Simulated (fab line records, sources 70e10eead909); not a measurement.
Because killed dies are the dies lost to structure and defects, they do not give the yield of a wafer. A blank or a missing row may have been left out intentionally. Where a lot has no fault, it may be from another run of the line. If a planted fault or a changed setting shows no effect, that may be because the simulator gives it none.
What tool caused it? -- flow nand_harc -- 12 lots, 36 wafers sampled, at 2 steps of a route of 1302

WHAT THE GAUGES SHOWED, per wafer
NHARC_A_CONTACT_CD_MEAS_42: the cd target is 300 nm.
lot,measured,on,cd_nm (nm)
L075,day 22 01:49,cd_sem-01,300.3 300.1 300.3
L074,day 22 11:25,cd_sem-01,300.0 299.9 300.3
L079,day 23 05:19,cd_sem-03,299.4 300.4 300.1
L081,day 24 02:01,cd_sem-01,299.9 300.7 299.5
L083,day 25 00:13,cd_sem-01,300.8 300.7 300.9
L084,day 25 12:18,cd_sem-01,300.2 301.4 299.5
L087,day 26 08:32,cd_sem-02,299.5 300.7 299.9
L088,day 27 08:58,cd_sem-02,300.2 299.8 300.5
L090,day 27 22:25,cd_sem-01,299.6 300.4 299.9
L093,day 28 20:07,cd_sem-03,300.4 300.7 300.9
L095,day 30 01:00,cd_sem-02,300.6 300.0 299.8
L097,day 30 22:46,cd_sem-02,299.5 300.1 300.8

WHAT TOOL EACH LOT RAN ON (gives the tool, then ch and the chambers of the sampled wafers, and finally the start)
lot,NHARC_A_CONTACT_DEP_24
L075,"pecvd-04 ch 0,1,2, day 21 20:22"
L074,"pecvd-04 ch 0,2, day 22 05:56"
L079,"pecvd-04 ch 0,1,2, day 22 23:44"
L081,"pecvd-03 ch 0,1,2, day 23 18:17"
L083,"pecvd-04 ch 1,2, day 24 18:37"
L084,"pecvd-03 ch 0,1,2, day 25 06:41"
L087,"pecvd-01 ch 1,2, day 26 02:39"
L088,"pecvd-04 ch 0,2, day 27 03:19"
L090,"pecvd-01 ch 0,1, day 27 16:46"
L093,"pecvd-04 ch 0,1,2, day 28 14:22"
L095,"pecvd-04 ch 0,1, day 29 17:24"
L097,"pecvd-04 ch 1,2, day 30 17:18"
- NHARC_A_CONTACT_DEP_24: deposits SiO2, target thk 500 nm.

THE ANSWER, worked out from the rows above alone
Rule: what is usual is taken from the lots themselves. Put in order of their means at a reading, lots are off if they are a third of the lots or fewer, leave a main group of 4 or more, and stand apart from it by a gap of 3 or more times the standard deviation of the main group's means; of several such gaps the widest counts. Not used: any main group whose means are identical at the precision the tables above print for the reading. Also off: a lot with no number at a reading for which 4 or more lots have one. Where the step has rows for the other lots, those lots are counted as sound.
No lot is off on any of the readings shown, so nothing can be concluded from this.

WHAT HAD BEEN PUT IN BY THE SIMULATOR
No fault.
